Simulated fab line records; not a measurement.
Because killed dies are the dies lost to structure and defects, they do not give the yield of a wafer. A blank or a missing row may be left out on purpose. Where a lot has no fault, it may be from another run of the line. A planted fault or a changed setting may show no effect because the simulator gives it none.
8D (eight disciplines) problem report, filled in by code	flow n5_finfet	the parts of the form that need people (team, actions taken, sign-off) are left out

## 1. WHAT IS WRONG
Mean of cd_nm at N5_BEOL_M0_SAQP_CD_MEAS_29: 20.12 nm across 2 wafers in 2 lots; on wafers with no fault it is 15.02 nm (standard deviation 0.23). That puts it +22 standard deviations away from the usual mean.
The step: target cd 14.4 nm.
First seen on wafer L436.4, day 8 05:17, on cd_sem-03. Wafers with a number at this step in the record: 27, from 9 lots. Rule for "out", or "out of limits": more than 4 standard deviations from the usual mean. The other wafers with a number count as sound.

## 2. WHAT IT IS AND WHAT IT IS NOT
question	is	is not
which readings at this step	cd_nm	-
which lots	L436, L437	L426, L428, L429, L438, L443, L445, L448
which wafers of those lots	L436.4, L437.4	L436.1, L436.3, L437.3, L437.6
read on which gauges	cd_sem-03	cd_sem-01, cd_sem-02
when	from day 8 05:17	up to then (11 sound wafers); but 14 sound wafers of L437, L438, L443, L445, L448 came after

## 3. SUSPECTS, AND WHAT RULES EACH OUT
Counting: a tool at a process step up to the reading stays a suspect if it ran every lot that is out. Sound lots after the first of them don't rule it out here, since some wafers of a struck lot are sound.
- the gauge at N5_BEOL_M0_SAQP_CD_MEAS_29: ruled out. All the wafers that are out were read on cd_sem-03, but those of them that N5_PASSIVATION_PROBE_49 has rows for are out there too, on other tools.
- ald_sin-02 at N5_BEOL_M0_SAQP_SPACER2_ALD_26 (deposits SiO2, target thk 15 nm, pulse time 1 s, purge time 2 s): kept. It processed each lot that is out (first: L436, day 8 04:32); up to then, its last sound lot is L428 (day 6 04:29).
After counting, what remains is ald_sin-02 at N5_BEOL_M0_SAQP_SPACER2_ALD_26.

## 4. THE CAUSE (what the simulator had put in)
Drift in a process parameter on ald_sin-02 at N5_BEOL_M0_SAQP_SPACER2_ALD_26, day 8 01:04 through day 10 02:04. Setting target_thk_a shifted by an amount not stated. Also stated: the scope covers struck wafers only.
The count eliminated every tool but this one.

## 5. THE EFFECT CHAIN, in route order
One row per reading whose mean, taken over the struck wafers that have a number, lies over 3 standard deviations from the usual. Scope: only readings with a usual standard deviation given in the record; hours: median across lots of the time from each lot's start at the first step in this table that gives one to its start at this step; sigmas: change in usual standard deviations.
hours	step	reading	usual	on struck wafers	change	sigmas
0	N5_BEOL_M0_SAQP_CD_MEAS_29	cd_nm	15.02 nm	20.12	+5.11	+22
182	N5_PASSIVATION_PROBE_49	defect_limited_yield	90.9 %	0.0	-90.9	-70
182	N5_PASSIVATION_PROBE_49	killed_at_M0_to_M3	35	1114	+1078	+99 or more
182	N5_PASSIVATION_PROBE_49	killed_dies	108	1180	+1072	+67
182	N5_PASSIVATION_PROBE_49	killed_on_rim	14	152	+138	+38
182	N5_PASSIVATION_PROBE_49	sort_bin_5_function	5.4 %	96.5	+91.1	+99 or more
182	N5_PASSIVATION_PROBE_49	sort_n_pass	1072	0	-1072	-67
182	N5_PASSIVATION_PROBE_49	sort_yield_pct	90.9 %	0.0	-90.9	-70
Process steps it contains:
- N5_PASSIVATION_PROBE_49

## 6. WHAT WOULD HAVE CAUGHT IT SOONER
4 hours passed between the start of the fault at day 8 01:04 and the first reading out of limits at a measuring or inspecting step in this record, taken at day 8 05:17.
No tool reading at N5_BEOL_M0_SAQP_SPACER2_ALD_26 that has a usual standard deviation in the record was out on any struck wafer, so an alarm limit of 4 standard deviations on those readings would not have fired.
Among the 2 lots that are out, L437 began N5_BEOL_M0_SAQP_SPACER2_ALD_26 on ald_sin-02 after day 8 05:17. A tool hold placed at that time would have kept it from harm.
